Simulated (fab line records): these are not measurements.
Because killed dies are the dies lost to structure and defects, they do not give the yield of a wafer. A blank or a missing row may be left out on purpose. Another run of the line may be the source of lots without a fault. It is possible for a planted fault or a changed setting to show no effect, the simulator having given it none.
fab line records	flow nandHarc
[record] lots = 14	wafers = 42	lastDay = 33
route steps=1302 shown A_CHANNEL_HOLE_D1@476
lots that met no fault: from a run of the same line without faults
startH: hours from the record's first day to the start of the lot's first wafer shown	waitH: how many hours have passed since the lot's step before this one	" unchanged from the row above	L1.1+2: several wafers, shown together as one row	- no value, or no start given	* or withheld: withheld	< > ~ a bound
route shown NAME@n: a module of which the file shows steps, and the number in the route of the first	usual: mean/standard deviation of fault-free wafers	same: alike in all rows	chamber/n: place in a boat	sites: the reading at each site	_std_site: the values' standard deviation	_edge_site: inner sites' mean taken away from outer sites' mean	radiusMm: for every site, how far away it sits from the centre of the wafer	mask NAME#n: copy n	behind: the most recent tool/chamber to have shaped the wafer	hold: why the lot was held/for how many hours/how that ended	device: which transistor (n, p or np) failed to switch	end of line: at the end of the route, the tests of the same wafers	where a step has no rows: the recipe by itself	killed: dies lost to structure and defects at the first sort, not the wafer's yield	map: dies across one wafer; x = killed, . = not, _ = none there
set.NAME: setting as actually run; set.NAME@STEP: the setting as run at that earlier step	model.NAME: the simulator's own value behind a step, which no gauge read
a sample of lots followed through the steps of the route, with each step as a table and each wafer as a row
services: when a tool's chamber went out of use (startH, in hours from the record's first day, below 0 if earlier), for how many hours, and the reason
[[steps]]
[step NHARC_A_CHANNEL_HOLE_D1_ETCH_24]
[recipe] biasV = 5000	sourceW = withheld	pressureMtorr = 20	timeS = 906.2	arFlowSccm = 375	c4f8FlowSccm = 93.8	o2FlowSccm = 31.2	tempC = -20	targetDepthA = 15000	chemistry = C4F8/O2/Ar
[usual] c4f8FlowSccm = 93.83/0.29	chamberPressureMTorr = 20.001/0.018	drypumpMotorCurrentA = 5.8/0.73	oesAirLineAu = 0.998/0.022	showerheadPlenumPTorr = 3.68/0.064	throttleValvePct = 32.235/0.0087
lot.wafer	tool	chamber	startH	waitH	c4f8FlowSccm	chamberPressureMTorr	drypumpMotorCurrentA	oesAirLineAu	rfHoursCounterH	showerheadPlenumPTorr	throttleValvePct
L916.2	harEtch-01	0	201.71	0.6	94.07	20.009	6.8	1.000	98	3.72	32.245
L916.4	"	1	"	"	93.93	20.034	5.4	0.990	-	3.72	32.238
L916.5	"	0	"	"	94.03	19.981	6.8	1.032	-	3.72	32.247
L917.1	harEtch-02	1	207.15	0.6	93.49	20.018	6.1	0.973	311	3.61	32.222
L917.2	"	0	"	"	93.92	20.008	4.9	1.025	311	3.75	32.230
L917.4	"	1	"	"	94.18	20.016	6.2	0.995	-	3.61	32.237
L918.4	harEtch-01	1	208.68	0.6	93.01	20.000	5.4	1.001	-	3.72	32.251
L918.3	"	0	"	"	93.99	20.006	6.8	0.985	-	3.72	32.230
L918.5	"	1	"	"	93.20	19.998	5.4	1.011	-	3.72	32.249
L919.1	harEtch-02	1	224.91	0.6	93.74	20.034	6.1	1.042	315	3.61	32.242
L919.3	"	0	"	"	93.49	20.012	4.9	0.991	-	3.75	32.236
L919.5	"	0	"	"	93.77	20.009	4.9	0.962	-	3.75	32.244
L922.2	harEtch-02	1	261.53	0.6	93.34	19.999	6.2	0.999	345	3.59	32.228
L922.3	"	1	"	"	94.23	20.018	6.2	1.026	-	3.59	32.233
L922.6	"	1	"	"	93.99	20.016	6.2	0.989	-	3.59	32.229
L924.1	harEtch-02	0	276.46	0.6	93.98	19.991	4.9	1.003	349	3.73	32.212
L924.4	"	1	"	"	93.51	20.025	6.2	0.981	-	3.59	32.234
L924.3	"	0	"	"	93.81	19.989	4.8	1.016	-	3.73	32.228
L925.2	harEtch-02	1	286.61	0.6	93.57	19.961	6.1	1.016	357	3.59	32.225
L925.4	"	1	"	"	93.76	20.009	6.2	0.999	-	3.59	32.242
L925.6	"	1	"	"	93.88	19.976	6.1	0.977	-	3.59	32.225
L929.1	harEtch-02	0	324.77	0.6	93.46	20.020	4.9	1.001	376	3.72	32.228
L929.3	"	0	"	"	93.54	19.996	4.9	1.001	-	3.72	32.247
L929.5	"	1	"	"	93.98	20.026	6.2	1.014	-	3.58	32.227
L932.1	harEtch-02	0	342.67	0.6	93.58	19.991	4.9	0.971	391	3.71	32.233
L932.2	"	1	"	"	93.81	19.961	6.1	1.027	391	3.57	32.248
L932.6	"	0	"	"	94.29	19.979	4.9	1.001	-	3.71	32.236
L931.1	harEtch-01	1	345.53	0.6	93.64	20.013	5.4	0.953	182	3.68	32.225
L931.4	"	0	"	"	93.76	19.961	6.8	0.974	-	3.68	32.229
L931.3	"	1	"	"	94.27	19.976	5.3	1.009	-	3.68	32.249
L934.2	harEtch-02	0	369.18	0.6	94.02	19.998	4.9	0.967	403	3.70	32.233
L934.1	"	1	"	"	93.93	20.013	6.2	0.963	403	3.56	32.248
L934.6	"	1	"	"	93.83	19.981	6.1	0.973	-	3.56	32.255
L936.3	harEtch-01	0	397.24	0.6	93.55	20.009	6.8	0.996	-	3.66	32.255
L936.6	"	0	"	"	93.70	19.983	6.8	0.975	-	3.66	32.227
L936.5	"	1	"	"	93.94	20.001	5.3	1.001	-	3.66	32.229
L937.2	harEtch-01	0	401.27	0.6	94.32	20.006	6.8	1.011	217	3.66	32.237
L937.3	"	0	"	"	94.13	19.998	6.8	1.002	-	3.66	32.223
L937.5	"	1	"	"	93.80	19.996	5.3	1.028	-	3.66	32.240
L938.4	harEtch-02	1	408.10	0.6	93.95	19.999	6.2	1.032	-	3.92	32.235
L938.3	"	0	"	"	93.58	19.998	4.9	0.972	-	3.69	32.233
L938.6	"	0	"	"	93.59	19.968	4.9	0.976	-	3.69	32.233
[step NHARC_A_CHANNEL_HOLE_D1_ETCH_26]
[recipe] biasV = 300	sourceW = 2000	pressureMtorr = 30	timeS = 224.1	arFlowSccm = 375	c4f8FlowSccm = 11.4	o2FlowSccm = 113.6	tempC = -20	targetDepthA = 3000	chemistry = C4F8/O2/Ar
[usual] biasV = 299.4/2.8	c4f8FlowSccm = 11.40/0.03	drypumpMotorCurrentA = 5.8/0.73	oesAirLineAu = 1.001/0.021	showerheadPlenumPTorr = 3.73/0.068	throttleValvePct = 24.583/0.0091
lot.wafer	tool	chamber	startH	waitH	biasV	c4f8FlowSccm	drypumpMotorCurrentA	oesAirLineAu	rfHoursCounterH	showerheadPlenumPTorr	throttleValvePct
L916.2	harEtch-01	0	203.28	0.6	300.7	11.39	6.8	1.008	100	3.78	24.586
L916.4	"	1	"	"	296.2	11.40	5.4	1.004	-	3.78	24.576
L916.5	"	0	"	"	302.4	11.42	6.8	1.040	-	3.78	24.578
L917.1	harEtch-02	1	208.79	0.7	301.8	11.43	6.1	0.999	312	3.66	24.582
L917.2	"	0	"	"	296.2	11.41	4.9	1.020	312	3.81	24.577
L917.4	"	1	"	"	303.3	11.46	6.2	0.990	-	3.66	24.598
L918.4	harEtch-01	1	210.14	0.5	295.9	11.39	5.4	1.003	-	3.77	24.573
L918.3	"	0	"	"	300.5	11.41	6.8	0.994	-	3.77	24.593
L918.5	"	1	"	"	297.3	11.46	5.3	0.988	-	3.77	24.587
L919.1	harEtch-02	1	226.56	0.7	299.7	11.41	6.2	1.004	316	3.66	24.590
L919.3	"	0	"	"	302.2	11.41	4.8	0.993	-	3.80	24.583
L919.5	"	0	"	"	305.5	11.39	4.9	1.000	-	3.80	24.594
L922.2	harEtch-02	1	263.19	0.7	297.2	11.41	6.2	0.974	347	3.64	24.571
L922.3	"	1	"	"	299.3	11.37	6.1	1.008	-	3.64	24.582
L922.6	"	1	"	"	290.8	11.38	6.2	1.003	-	3.64	24.570
L924.1	harEtch-02	0	279.98	2.6	297.6	11.42	4.9	0.983	351	3.78	24.585
L924.4	"	1	"	"	298.0	11.40	6.2	1.001	-	3.64	24.573
L924.3	"	0	"	"	303.5	11.41	4.9	0.960	-	3.78	24.581
L925.2	harEtch-02	1	288.27	0.7	298.9	11.45	6.2	1.039	359	3.63	24.573
L925.4	"	1	"	"	301.4	11.39	6.2	1.022	-	3.63	24.575
L925.6	"	1	"	"	299.1	11.44	6.2	1.026	-	3.63	24.583
L929.1	harEtch-02	0	326.32	0.6	300.0	11.41	4.9	0.989	378	3.77	24.586
L929.3	"	0	"	"	301.8	11.42	4.9	0.978	-	3.77	24.591
L929.5	"	1	"	"	298.9	11.41	6.2	0.988	-	3.62	24.585
L932.1	harEtch-02	0	344.31	0.7	300.2	11.46	4.8	1.003	393	3.76	24.583
L932.2	"	1	"	"	300.1	11.42	6.2	0.984	393	3.61	24.577
L932.6	"	0	"	"	296.9	11.47	4.9	0.996	-	3.76	24.590
L931.1	harEtch-01	1	347.09	0.6	299.1	11.39	5.3	0.991	184	3.73	24.598
L931.4	"	0	"	"	299.5	11.41	6.8	1.005	-	3.73	24.591
L931.3	"	1	"	"	295.9	11.40	5.3	0.996	-	3.73	24.585
L934.2	harEtch-02	0	370.81	0.7	298.7	11.37	4.8	1.011	404	3.75	24.589
L934.1	"	1	"	"	297.0	11.43	6.2	0.978	404	3.61	24.594
L934.6	"	1	"	"	295.7	11.41	6.2	0.989	-	3.61	24.582
L936.3	harEtch-01	0	398.70	0.5	299.8	11.40	6.8	0.977	-	3.71	24.598
L936.6	"	0	"	"	298.4	11.35	6.8	1.006	-	3.71	24.581
L936.5	"	1	"	"	293.3	11.40	5.3	0.994	-	3.71	24.601
L937.2	harEtch-01	0	402.80	0.6	297.3	11.39	6.8	0.985	218	3.71	24.556
L937.3	"	0	"	"	301.6	11.36	6.8	1.004	-	3.71	24.582
L937.5	"	1	"	"	303.7	11.39	5.4	1.013	-	3.71	24.581
L938.4	harEtch-02	1	409.53	0.5	303.9	11.38	6.2	0.988	-	3.99	24.592
L938.3	"	0	"	"	299.1	11.38	4.9	1.028	-	3.74	24.589
L938.6	"	0	"	"	302.3	11.43	4.9	0.992	-	3.74	24.604
[step NHARC_A_CHANNEL_HOLE_D1_ETCH_33]
[recipe] biasV = 400	sourceW = 2000	pressureMtorr = 25	timeS = 90	arFlowSccm = 375	c4f8FlowSccm = 41.7	o2FlowSccm = 83.3	tempC = -20	targetDepthA = 4000	chemistry = C4F8/O2/Ar
[usual] biasV = 399/4.2	c4f8FlowSccm = 41.70/0.11	drypumpMotorCurrentA = 5.8/0.73	oesAirLineAu = 0.996/0.022	showerheadPlenumPTorr = 3.73/0.066	throttleValvePct = 27.619/0.0096
lot.wafer	tool	chamber	startH	waitH	biasV	c4f8FlowSccm	drypumpMotorCurrentA	oesAirLineAu	rfHoursCounterH	showerheadPlenumPTorr	throttleValvePct
L916.2	harEtch-01	0	203.47	0.2	403	41.61	6.8	0.949	100	3.77	27.625
L916.4	"	1	"	"	393	41.64	5.4	0.984	-	3.77	27.594
L916.5	"	0	"	"	403	41.74	6.7	0.985	-	3.77	27.613
L917.1	harEtch-02	1	208.99	0.2	402	41.79	6.1	1.013	313	3.65	27.616
L917.2	"	0	"	"	398	41.46	4.9	0.985	313	3.80	27.631
L917.4	"	1	"	"	398	41.58	6.1	0.986	-	3.65	27.616
L918.4	harEtch-01	1	210.33	0.2	402	41.64	5.4	0.965	-	3.77	27.611
L918.3	"	0	"	"	399	41.83	6.8	1.014	-	3.77	27.621
L918.5	"	1	"	"	402	41.69	5.4	1.027	-	3.77	27.625
L919.1	harEtch-02	1	226.76	0.2	397	41.53	6.1	1.032	317	3.65	27.622
L919.3	"	0	"	"	402	41.70	4.9	0.993	-	3.80	27.621
L919.5	"	0	"	"	398	41.65	4.9	0.999	-	3.80	27.607
L922.2	harEtch-02	1	263.39	0.2	399	41.85	6.2	0.995	347	3.63	27.618
L922.3	"	1	"	"	394	41.81	6.2	1.034	-	3.63	27.634
L922.6	"	1	"	"	394	41.73	6.2	0.990	-	3.63	27.607
L924.1	harEtch-02	0	280.17	0.2	-	-	-	-	-	-	-
L924.4	"	1	"	"	-	-	-	-	-	-	-
L924.3	"	0	"	"	-	-	-	-	-	-	-
L925.2	harEtch-02	1	288.47	0.2	-	-	-	-	-	-	-
L925.4	"	1	"	"	-	-	-	-	-	-	-
L925.6	"	1	"	"	-	-	-	-	-	-	-
L929.1	harEtch-02	0	326.52	0.2	402	41.66	4.9	0.979	378	3.76	27.623
L929.3	"	0	"	"	402	41.76	4.9	0.998	-	3.76	27.618
L929.5	"	1	"	"	397	41.77	6.1	1.008	-	3.62	27.630
L932.1	harEtch-02	0	344.51	0.2	403	41.81	4.9	0.997	393	3.75	27.617
L932.2	"	1	"	"	406	41.56	6.1	1.005	393	3.61	27.620
L932.6	"	0	"	"	404	41.74	4.8	1.021	-	3.75	27.639
L931.1	harEtch-01	1	347.29	0.2	394	41.69	5.4	0.959	184	3.72	27.620
L931.4	"	0	"	"	400	41.73	6.8	0.961	-	3.72	27.616
L931.3	"	1	"	"	386	41.67	5.4	0.988	-	3.72	27.616
L934.2	harEtch-02	0	371.01	0.2	397	41.52	4.9	0.995	404	3.75	27.628
L934.1	"	1	"	"	402	41.85	6.1	0.999	404	3.60	27.636
L934.6	"	1	"	"	397	41.98	6.1	1.005	-	3.60	27.636
L936.3	harEtch-01	0	398.89	0.2	397	41.81	6.8	0.977	-	3.70	27.617
L936.6	"	0	"	"	398	41.70	6.8	0.972	-	3.70	27.626
L936.5	"	1	"	"	404	41.82	5.4	0.993	-	3.70	27.624
L937.2	harEtch-01	0	402.99	0.2	396	41.53	6.8	1.013	218	3.70	27.623
L937.3	"	0	"	"	394	41.74	6.8	0.994	-	3.70	27.614
L937.5	"	1	"	"	397	41.57	5.3	1.011	-	3.70	27.629
L938.4	harEtch-02	1	409.73	0.2	394	41.95	6.1	0.968	-	3.97	27.622
L938.3	"	0	"	"	402	41.58	4.9	1.008	-	3.74	27.617
L938.6	"	0	"	"	401	41.55	4.9	1.058	-	3.74	27.611
[step NHARC_A_CHANNEL_HOLE_D1_ETCH_44]
[recipe] targetDepthA = 1400	overetchA = 140	timeS = 77	ionEnergyEv = 100	cf4FlowSccm = 80	o2FlowSccm = 20	arFlowSccm = 0	rfW = 300	biasW = 100	chemistry = CF4/O2
[usual] biasW = 99.98/0.29	cf4FlowSccm = 80.01/0.25	drypumpMotorCurrentA = 5.8/0.46	oesProductAu = 0.999/0.015	rfVppV = 197.9/1	showerheadPlenumPTorr = 1.34/0.039	throttleValvePct = 13.396/0.0089
lot.wafer	tool	chamber	startH	waitH	biasW	cf4FlowSccm	drypumpMotorCurrentA	oesProductAu	rfHoursCounterH	rfVppV	showerheadPlenumPTorr	throttleValvePct
L916.2	rieDiel-13	0	204.24	0.1	99.99	79.94	5.4	0.986	1	197.2	1.31	13.402
L916.4	"	3	"	"	100.10	80.03	5.3	1.003	-	199.2	1.39	13.398
L916.5	"	0	"	"	100.24	79.93	5.5	0.981	-	199.0	1.31	13.398
L917.4	rieDiel-13	2	209.74	0.1	100.47	80.49	6.3	0.983	1	197.5	1.31	13.400
L917.2	"	3	"	"	99.66	80.45	5.3	1.002	1	199.3	1.39	13.408
L917.1	"	0	"	"	100.05	80.33	5.4	0.969	1	199.1	1.31	13.379
L918.4	rieDiel-13	0	211.02	0.1	99.80	79.73	5.4	0.974	1	197.3	1.31	13.408
L918.3	"	1	"	"	99.65	80.21	6.5	1.012	1	198.2	1.32	13.394
L918.5	"	1	"	"	99.95	79.61	6.5	1.011	-	197.4	1.32	13.391
L919.1	rieDiel-13	1	227.51	0.1	99.97	80.53	6.5	1.014	2	197.4	1.32	13.405
L919.3	"	3	"	"	99.85	80.18	5.3	1.008	3	199.8	1.39	13.400
L919.5	"	2	"	"	100.26	79.79	6.3	0.995	-	197.5	1.31	13.386
L922.3	rieDiel-05	3	264.14	0.1	99.85	80.18	5.5	1.007	11	197.3	1.33	13.383
L922.2	"	0	"	"	99.86	80.08	5.6	1.036	11	197.2	1.30	13.403
L922.6	"	0	"	"	99.77	80.12	5.7	1.023	-	197.5	1.30	13.401
L924.3	rieDiel-06	2	280.89	0.1	100.34	80.04	5.3	0.986	47	198.6	1.37	13.410
L924.1	"	0	"	"	100.36	80.20	6.1	0.998	44	197.9	1.35	13.399
L924.4	"	1	"	"	100.08	79.94	5.8	1.002	50	196.0	1.32	13.387
L925.2	rieDiel-13	0	289.23	0.1	99.59	80.07	5.5	0.982	8	197.4	1.31	13.400
L925.4	"	1	"	"	99.56	80.11	6.5	1.004	7	196.8	1.32	13.390
L925.6	"	2	"	"	100.01	80.06	6.2	0.984	-	197.1	1.31	13.391
L929.3	rieDiel-13	1	327.25	0.1	99.98	80.08	6.5	1.009	10	196.4	1.32	13.384
L929.1	"	2	"	"	99.97	80.10	6.3	0.993	12	197.6	1.31	13.382
L929.5	"	3	"	"	99.87	79.83	5.3	0.989	-	198.9	1.38	13.382
L932.1	rieDiel-05	0	345.34	0.1	100.25	80.10	5.6	1.025	35	197.0	1.30	13.392
L932.2	"	2	"	"	100.60	80.11	5.7	1.003	35	199.6	1.44	13.404
L932.6	"	0	"	"	100.01	80.19	5.6	1.039	-	197.1	1.30	13.392
L931.3	rieDiel-06	1	348.00	0.0	100.13	79.89	5.8	1.006	8	197.9	1.31	13.397
L931.4	"	2	"	"	99.63	79.69	5.3	0.966	8	198.2	1.37	13.384
L931.1	"	3	"	"	99.98	79.95	5.2	1.012	8	196.9	1.33	13.398
L934.1	rieDiel-13	2	371.76	0.1	99.79	80.11	6.3	1.021	1	197.1	1.31	13.381
L934.2	"	0	"	"	99.84	79.97	5.4	0.998	1	198.9	1.31	13.390
L934.6	"	2	"	"	99.27	79.89	6.3	1.018	-	197.3	1.31	13.399
L936.3	rieDiel-13	1	399.59	0.1	100.11	79.81	6.5	1.000	3	198.7	1.32	13.404
L936.5	"	3	"	"	100.34	80.38	5.3	0.987	-	198.3	1.38	13.397
L936.6	"	0	"	"	100.31	80.31	5.4	0.993	-	197.7	1.31	13.383
L937.3	rieDiel-06	3	403.72	0.1	99.53	79.91	5.2	1.009	27	198.1	1.32	13.392
L937.2	"	2	"	"	100.05	79.80	5.3	0.972	26	197.8	1.36	13.390
L937.5	"	0	"	"	100.00	80.22	6.1	1.014	-	197.8	1.35	13.412
L938.4	rieDiel-13	3	410.41	0.0	100.04	79.72	5.3	1.006	6	200.4	1.38	13.385
L938.3	"	0	"	"	100.40	79.70	5.5	1.014	5	197.9	1.31	13.392
L938.6	"	0	"	"	100.00	79.61	5.5	1.009	-	197.9	1.31	13.410
[[services]]
tool	chamber	startH	hours	kind
rieDiel-13	1	187.75	21.0	repair
rieDiel-13	2	197.62	2.8	repair
rieDiel-13	0	198.73	-	clean
rieDiel-13	3	198.73	-	clean
rieDiel-06	3	216.75	16.1	repair
rieDiel-06	0	219.09	15.8	repair
rieDiel-05	-	229.64	9.0	pm
rieDiel-06	-	308.02	9.0	pm
rieDiel-13	2	310.75	4.6	repair
rieDiel-05	0	314.67	5.5	repair
harEtch-01	-	332.40	5.6	repair
rieDiel-13	-	342.23	9.0	pm
rieDiel-13	-	362.84	3.2	repair
harEtch-02	-	379.05	17.0	pm
harEtch-02	0	379.05	17.0	ventCycle
harEtch-02	1	379.05	17.0	ventCycle
rieDiel-13	1	386.99	5.9	repair
harEtch-02	0	396.05	-	clean
harEtch-02	0	396.05	-	consumableReplace:focusRing
harEtch-02	1	396.05	-	clean
harEtch-02	1	396.05	-	consumableReplace:esc
harEtch-02	1	396.05	-	consumableReplace:focusRing
harEtch-02	1	396.05	-	consumableReplace:showerhead
rieDiel-05	-	406.64	9.0	pm
[[key]]
[firstSign] step = NHARC_A_CHANNEL_HOLE_D1_ETCH_33	reading = toolRecord	direction = missing
effect none on later readings
metAt NHARC_A_CHANNEL_HOLE_D1_ETCH_33
struckLots L924,L925
laterRowsLeftOut L924.1,L924.3,L924.4,L925.2,L925.4,L925.6
sortLeftOut L924.1,L924.3,L924.4,L925.2,L925.4,L925.6
testerLeftOut L924,L925
notActingAt NHARC_A_CHANNEL_HOLE_D1_ETCH_24,NHARC_A_CHANNEL_HOLE_D1_ETCH_26,NHARC_A_CHANNEL_HOLE_D1_ETCH_44
onsetBetween 263.39 280.17
[fault] kind = skippedStepWhole	tool = harEtch-02	chamber = -	onsetH = 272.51	steps = NHARC_A_CHANNEL_HOLE_D1_ETCH_33	scope = struckLotsOnly
// testerLeftOut: of these lots the tester's yield and bins aren't shown, on N5 and GAA mostly nor the transistor test; their killed dies are dies lost to structure and defects alone, not to doping, threshold or leakage, so they don't give the yield
// sortLeftOut: the simulated sort isn't trusted on such a fault, so these wafers' sort isn't shown, and their yield isn't known
// laterRowsLeftOut: the simulator's readings of these wafers behind a module that went badly wrong aren't trusted and aren't shown, but for the sort
